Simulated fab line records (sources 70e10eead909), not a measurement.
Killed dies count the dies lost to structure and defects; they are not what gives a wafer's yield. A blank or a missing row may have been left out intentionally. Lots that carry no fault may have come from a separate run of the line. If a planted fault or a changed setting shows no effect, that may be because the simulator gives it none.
Matching of chambers -- flow nand_harc -- 4 sister chambers for NHARC_P_M2_CMP_23 on cmp-01
The step polishes, t overpolish 20 s, target thk 144.3 nm. 8 wafers are shown with their chamber, then 10 later ones without.

EACH WAFER AND ITS CHAMBER
wafer,chamber,motor_current_A (A),time_to_endpoint_s (s)
L078.5,1,10.3,30.5
L079.5,0,12.3,26.2
L084.4,0,12.4,24.2
L086.1,1,11.5,27.7
L086.2,2,12.3,23.5
L086.4,3,13.7,26.9
L088.3,2,13.0,28.3
L088.4,3,13.5,29.9

WAFERS WITH NO CHAMBER GIVEN
wafer,motor_current_A (A),time_to_endpoint_s (s)
L088.5,12.8,29.3
L089.1,13.1,31.2
L089.3,12.2,25.9
L089.5,11.1,29.3
L094.1,12.8,29.4
L094.2,13.2,30.4
L094.3,12.4,28.4
L096.2,11.1,29.1
L096.5,12.3,27.3
L096.6,11.1,28.5

THE CHAMBER EACH PASSED THROUGH
wafer,from the rows above,in truth
L088.5,can't be placed: 2 or 3 or 0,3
L089.1,can't be placed: 3 or 2 or 0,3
L089.3,can't be placed: 0 or 2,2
L089.5,1,1
L094.1,can't be placed: 2 or 3 or 0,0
L094.2,can't be placed: 3 or 2 or 0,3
L094.3,can't be placed: 2 or 0 or 3 or 1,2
L096.2,1,1
L096.5,can't be placed: 0 or 2 or 3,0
L096.6,1,1
Placed correctly: 3 of 10. From these rows, 7 cannot be placed; in 7 the true chamber is one of the candidates. Placed wrongly: 0.
How it was worked out, from the rows above alone: a wafer's distance from a chamber is the root of the sum, over the readings, of the square of ((its reading less the chamber's mean) divided by the reading's scatter). The wafer belongs to the nearest chamber; if the next one is less than 2 further off, it can't be placed. Each chamber's mean is taken over the wafers shown for it. The scatter is the square root of a quotient: the sum, over the shown wafers, of each reading's squared deviation from its chamber's mean, divided by wafers minus chambers.
